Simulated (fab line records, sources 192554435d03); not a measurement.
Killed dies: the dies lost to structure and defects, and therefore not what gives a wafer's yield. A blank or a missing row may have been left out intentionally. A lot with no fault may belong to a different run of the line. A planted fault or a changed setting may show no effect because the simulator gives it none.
Comparing a struck lot with a sound one	flow n5_finfet	15 out of 1938 route steps
Sound: the wafers L255.3, L255.4, L255.6. Struck: wafer L265.3. (L265.1, L265.6 of the same lot were not struck and are left out.) The cause comes at the end.
At each step with rows: each side's tool, then ch and its chambers, then its first start. Under that, the readings that differ: sound wafers	struck wafers	difference of the means	sigmas: that difference in standard deviations of wafers without a fault.
alike: same words and numbers on both sides, and readings whose means sit less than 2 such deviations apart. not compared: any withheld reading, any reading some wafer has no value for, any bound like >300 that may hide the same value, and any number with overlapping values for which the record gives no deviation.
A row with sigmas, a row that says differs or no value, or rows on one side alone: a step with any of these is where the two part. Non-overlapping numbers with no deviation appear without sigmas and do not part them. A reading missing from all wafers of one side parts the sides only when that side holds two or more wafers.

first, 5 steps without rows for these wafers: N5_MIM_BOT_LITHO_SOFTBAKE_03 (time 90 s); N5_MIM_BOT_LITHO_EXPOSE_05 (exposes mask MIM BOT); N5_MIM_BOT_LITHO_PEB_06; N5_MIM_BOT_LITHO_DEVELOP_07 (develop time 60 s); N5_MIM_BOT_LITHO_HARDBAKE_09 (time 120 s).
N5_MIM_BOT_LITHO_CD_MEAS_08 targets a cd of 3000 nm.
  sound on cd_sem-03 ch 0, day 13 16:29; struck on cd_sem-03 ch 0, day 16 08:14
  alike: cd_nm
N5_MIM_BOT_LITHO_OVL_MEAS_11:
  sound on overlay-01 ch 0, day 13 16:30; struck on overlay-02 ch 0, day 16 08:16
  alike: MIM_BOT_OVL
N5_MIM_BOT_LITHO_INSPECT_12: inspects for defects (macro).
  sound on defect_inspect-01 at day 13 16:32; struck on defect_inspect-01 at day 16 08:17
  alike: raw_defect_count
N5_MIM_BOT_LITHO_DESCUM_10: chemistry O2, time 7.9 s.
  sound on rie_diel-02 ch 1,2, day 13 16:34; struck on rie_diel-05 ch 1, day 16 08:20
  alike: drypump_motor_current_A, oes_product_au, rf_vpp_V, showerhead_plenum_p_Torr, throttle_valve_pct
  not compared: rf_hours_counter_h
N5_MIM_BOT_ETCH_ETCH_04: etches SiNx in CF4/O2, target depth 26 nm, time 13 s.
  sound on rie_diel-02 ch 1,2, day 13 16:38; struck on rie_diel-05 ch 1, day 16 08:23
  alike: drypump_motor_current_A, oes_product_au, rf_vpp_V, showerhead_plenum_p_Torr, throttle_valve_pct
  not compared: rf_hours_counter_h
N5_MIM_BOT_ETCH_ETCH_03: etches the open film in Cl2/BCl3, target depth 12 nm.
  sound on rie_metal-03 ch 0,1, day 13 16:45; struck on rie_metal-01 ch 1, day 16 08:29
reading	sound	struck	difference	sigmas
mfc_cl2_sccm (sccm)	19.88 20.01 19.99	20.12	+0.16	+3
  alike: drypump_motor_current_A, oes_product_au, throttle_valve_pct
  not compared: rf_hours_counter_h
N5_MIM_BOT_ETCH_ETCH_00: etches TiN in Cl2/BCl3, target depth 45.5 nm.
  sound on rie_metal-03 ch 0,1, day 13 16:51; struck on rie_metal-01 ch 1, day 16 08:34
  alike: drypump_motor_current_A, mfc_cl2_sccm, oes_product_au, throttle_valve_pct
  not compared: rf_hours_counter_h
N5_MIM_BOT_ETCH_STRIP_01: strips in O2.
  sound on rie_diel-05 ch 0,2,3, day 13 16:57; struck on rie_diel-05 ch 3, day 16 08:43
reading	sound	struck	difference	sigmas
chamber_pressure_mTorr (mTorr)	29.90 30.09 29.97	38.99	+9.00	+99 or more
  alike: drypump_motor_current_A, oes_product_au, rf_vpp_V, showerhead_plenum_p_Torr, throttle_valve_pct
  not compared: rf_hours_counter_h
then, 1 step without rows for these wafers: N5_MIM_BOT_ETCH_STRIP_02 (strips in post etch residue remover, time 1200 s).
N5_PASSIVATION_PROBE_49:
  the record has rows for the sound wafers here (prober-02, day 14 01:35) and none for the struck ones

== WHERE THEY PART ==
Earliest at N5_MIM_BOT_ETCH_ETCH_03; latest, in this record, at N5_PASSIVATION_PROBE_49.

WHY: the cause the simulator had injected
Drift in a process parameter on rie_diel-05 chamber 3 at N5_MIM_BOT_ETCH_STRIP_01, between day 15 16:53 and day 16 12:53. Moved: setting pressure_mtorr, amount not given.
